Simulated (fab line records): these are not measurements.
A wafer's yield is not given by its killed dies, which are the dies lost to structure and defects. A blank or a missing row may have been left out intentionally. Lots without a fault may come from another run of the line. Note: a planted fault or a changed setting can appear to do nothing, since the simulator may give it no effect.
Lot-split experiment	flow n5_finfet	21 wafers read from 7 lots, route of 1938 steps

== THE SPLIT ITSELF ==
At N5_BEOL_M2_COAT_22 (resist thk 30 nm), the setting spin_rpm was moved away from the recipe's 1500 rpm on 6 of the 21 wafers read, by -10.9% to -8.3%. For the rest of the wafers, this setting stayed at what the recipe calls for.

== BETWEEN THE SPLIT AND THE READING: the file shows 1 step in between ==
- N5_BEOL_M2_DESCUM_33: chemistry O2, time 7 s (also split here: time_s)

== THE READING ==
CAR-EUV_of_BEOL_M2_COAT_22.thk_nm (the simulator's own value, which no gauge read), in nm, at N5_BEOL_M2_ETCH_77 (etches underlayer in N2/H2, target depth 6.5 nm, time 5.2 s). There is no usual value for it anywhere in the file. Across the 15 wafers here that went through the recipe, the average is 20.5 nm and the standard deviation 0.26 nm.

wafer	tool, chamber at the split	spin_rpm as run, rpm	against the recipe	CAR-EUV_of_BEOL_M2_COAT_22.thk_nm, nm	against lot-mates on the recipe
L080.4	litho_track-01, 0	1500	recipe	20.4	-
L080.5	litho_track-01, 0	1500	recipe	20.4	-
L080.6	litho_track-01, 0	1500	recipe	20.2	-
L083.1	litho_track-01, 0	1500	recipe	20.4	-
L083.4	litho_track-01, 0	1500	recipe	20.4	-
L083.3	litho_track-01, 0	1500	recipe	20.6	-
L082.1	litho_track-05, 0	1500	recipe	20.4	-
L082.4	litho_track-05, 0	1500	recipe	20.4	-
L082.3	litho_track-05, 0	1500	recipe	21.2	-
L085.1	litho_track-05, 0	1500	recipe	20.4	-
L085.3	litho_track-05, 0	1500	recipe	20.4	-
L085.2	litho_track-05, 0	1371	-8.6%	21.6	+1.2
L087.3	litho_track-01, 0	1500	recipe	20	-
L087.4	litho_track-01, 0	1500	recipe	20.4	-
L087.6	litho_track-01, 0	1500	recipe	20.4	-
L092.1	litho_track-05, 0	1376	-8.3%	21.4	no lot-mate on the recipe
L092.4	litho_track-05, 0	1376	-8.3%	21.6	no lot-mate on the recipe
L092.5	litho_track-05, 0	1376	-8.3%	22.2	no lot-mate on the recipe
L093.1	litho_track-01, 0	1337	-10.9%	22.4	+1.6
L093.4	litho_track-01, 0	1337	-10.9%	22.4	+1.6
L093.6	litho_track-01, 0	1500	recipe	20.8	-

THE FIT
A straight line over all 21 wafers: CAR-EUV_of_BEOL_M2_COAT_22.thk_nm changes by -0.164 nm for each +1% of spin_rpm; r = -0.93; the points scatter about the line by 0.28 nm.
The same after taking each lot's own level away (the mean of its wafers on the recipe; 18 wafers): -0.145 nm for each +1%; r = -0.95; scatter 0.19 nm.
Per that fit: largest spin_rpm move, reading shift of 1.6 nm.
Across the lots, their own levels run from 20.27 to 20.80 nm, a range of 2.1 times the standard deviation given above.
In other words, the slope is changed by the lot-to-lot level; the two fits disagree.
Check: +1.57 nm against its lot-mates is what the line predicts for one of the wafers moved furthest among these (-10.9%) when that wafer is left out of the fit. It came out at +1.6 nm against them.

== ADDITIONAL SPLITS CARRIED BY THESE WAFERS ==
These wafers also went through other splits before the reading. Each is held against what the fit with the lots' levels taken away leaves over:
other split on the same wafers	wafers away from the commonest value	r with CAR-EUV_of_BEOL_M2_COAT_22.thk_nm (lot level and that fit taken away)
N5_BEOL_M2_COAT_61 spin_rpm	4	-0.08
N5_BEOL_M2_COAT_73 temp_c	6	-0.14
N5_BEOL_M2_DESCUM_33 time_s	5	-0.76

== THE WHOLE CHAIN: every reading that the file lists as answering this split, in the file's order ==
step	what it does	reading	change (the file's fit)	r (the file's)
N5_BEOL_M2_COAT_22	resist thk 30 nm	CAR-EUV_of_BEOL_M2_COAT_22.thk_nm (the simulator's own value, which no gauge read)	-0.165 nm for each +1% of the setting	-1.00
N5_BEOL_M2_DESCUM_33	chemistry O2, time 7 s	CAR-EUV_of_BEOL_M2_COAT_22.thk_nm (the simulator's own value, which no gauge read)	-0.148 nm for each +1% of the setting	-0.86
N5_BEOL_M2_ETCH_77	etches underlayer in N2/H2, target depth 6.5 nm, time 5.2 s	CAR-EUV_of_BEOL_M2_COAT_22.thk_nm (the simulator's own value, which no gauge read)	-0.144 nm for each +1% of the setting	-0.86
N5_BEOL_M2_ETCH_69	etches SiARC in CF4, target depth 15.6 nm, time 26 s	CAR-EUV_of_BEOL_M2_COAT_22.thk_nm (the simulator's own value, which no gauge read)	-0.157 nm for each +1% of the setting, in a fit together with time_s@BEOL_M2_DESCUM_33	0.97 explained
N5_BEOL_M2_ETCHBACK_99	etches SiO2 in CHF3, target depth 5 nm, time 10.4 s	CAR-EUV_of_BEOL_M2_COAT_22.thk_nm (the simulator's own value, which no gauge read)	-0.169 nm for each +1% of the setting, in a fit together with time_s@BEOL_M2_DESCUM_33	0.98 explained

== FILE'S OWN FIT ==
CAR-EUV_of_BEOL_M2_COAT_22.thk_nm changes by -0.144 nm for each +1% of spin_rpm, r = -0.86.
